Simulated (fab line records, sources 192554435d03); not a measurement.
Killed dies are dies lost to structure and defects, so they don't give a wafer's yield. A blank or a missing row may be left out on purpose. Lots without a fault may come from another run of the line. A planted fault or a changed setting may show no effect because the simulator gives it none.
A struck lot beside a sound one | flow n5_finfet | 18 steps out of a route of 1938
Sound: wafers L206.2, L206.5, L206.6. Struck: wafer L220.3. (L220.1, L220.5 of the same lot were not struck and are left out.) The cause comes at the end.
At each step with rows: each side's tool, then ch and its chambers, then its first start. Under that, the readings that differ: sound wafers | struck wafers | difference of the means | sigmas: that difference in standard deviations of wafers without a fault.
alike: readings whose means differ by less than 2 such deviations, and words and numbers that are the same on both sides. not compared: withheld readings, readings that some wafer has no value for, bounds like >300 that may hide the same value, and numbers for which the record gives no deviation and whose values overlap.
The two part at a step that has a row with sigmas, a row that says differs or no value, or rows on one side only. Numbers that don't overlap but have no deviation are shown without sigmas and don't part them. A reading that every wafer of one side lacks parts them only if that side has two wafers or more.

N5_MIM_TOP_LITHO_CD_MEAS_08: target cd 2000 nm.
  sound on cd_sem-03 ch 0, day 14 13:32; struck on cd_sem-03 ch 0, day 17 15:04
  alike: cd_nm
N5_MIM_TOP_LITHO_OVL_MEAS_11:
  sound on overlay-01 ch 0, day 14 13:34; struck on overlay-02 ch 0, day 17 15:05
  alike: MIM_TOP_OVL
N5_MIM_TOP_LITHO_INSPECT_12: inspects for defects (macro).
  sound on defect_inspect-02, day 14 13:35; struck on defect_inspect-01, day 17 15:07
  alike: raw_defect_count
N5_MIM_TOP_LITHO_DESCUM_10: chemistry O2, time 7.9 s.
  sound on rie_diel-05 ch 2,3, day 14 13:41; struck on rie_diel-02 ch 1, day 17 15:09
  alike: drypump_motor_current_A, oes_product_au, rf_vpp_V, showerhead_plenum_p_Torr, throttle_valve_pct
  not compared: rf_hours_counter_h
N5_MIM_TOP_ETCH_ETCH_00: etches TiN in Cl2/BCl3, target depth 38.5 nm.
  sound on rie_metal-03 ch 0,1, day 14 13:46; struck on rie_metal-02 ch 1, day 17 15:14
  alike: drypump_motor_current_A, oes_product_au, throttle_valve_pct
  not compared: rf_hours_counter_h
N5_MIM_TOP_ETCH_STRIP_01: strips in O2.
  sound on rie_diel-04 ch 1,2, day 14 13:54; struck on rie_diel-04 ch 0, day 17 15:34
  alike: drypump_motor_current_A, oes_product_au, rf_vpp_V, showerhead_plenum_p_Torr, throttle_valve_pct
  not compared: rf_hours_counter_h
N5_MIM_TOP_ETCH_PECVD_03: deposits SiNx from SiH4/NH3/N2, target thk 20 nm, time 17.6 s.
  sound on pecvd-04 ch 0,1, day 14 13:58; struck on pecvd-01 ch 2, day 17 15:37
  alike: heater_power_w, showerhead_plenum_p_Torr, throttle_valve_pct
then, 5 steps without rows for these wafers: N5_MIM_BOT_LITHO_HMDS_01 (time 60 s); N5_MIM_BOT_LITHO_COAT_02; N5_MIM_BOT_LITHO_EBR_04; N5_MIM_BOT_LITHO_SOFTBAKE_03 (time 90 s); N5_MIM_BOT_LITHO_EXPOSE_05 (exposes mask MIM BOT).
N5_MIM_BOT_LITHO_PEB_06:
  sound on litho_track-01 ch 0, day 14 14:14; struck on litho_track-05 ch 0, day 17 15:59
  alike: exhaust_pa
then, 2 steps without rows for these wafers: N5_MIM_BOT_LITHO_DEVELOP_07 (develop time 60 s); N5_MIM_BOT_LITHO_HARDBAKE_09 (time 120 s).
N5_MIM_BOT_LITHO_CD_MEAS_08: target cd 3000 nm.
  sound on cd_sem-03 ch 0, day 14 14:21; struck on cd_sem-03 ch 0, day 17 16:06
  reading    | sound                | struck | difference | sigmas
  cd_nm (nm) | 2998.4 2997.5 2999.0 | 2992.8 | -5.5       | -3
N5_MIM_BOT_LITHO_OVL_MEAS_11:
  sound on overlay-02 ch 0, day 14 14:23; struck on overlay-01 ch 0, day 17 16:08
  alike: MIM_BOT_OVL
N5_PASSIVATION_PROBE_49:
  the record has rows for the sound wafers here (prober-02, day 15 01:05) and none for the struck ones

WHERE THEY PART
First at N5_MIM_BOT_LITHO_CD_MEAS_08; last, within this record, at N5_PASSIVATION_PROBE_49.

WHY: what the simulator had put in
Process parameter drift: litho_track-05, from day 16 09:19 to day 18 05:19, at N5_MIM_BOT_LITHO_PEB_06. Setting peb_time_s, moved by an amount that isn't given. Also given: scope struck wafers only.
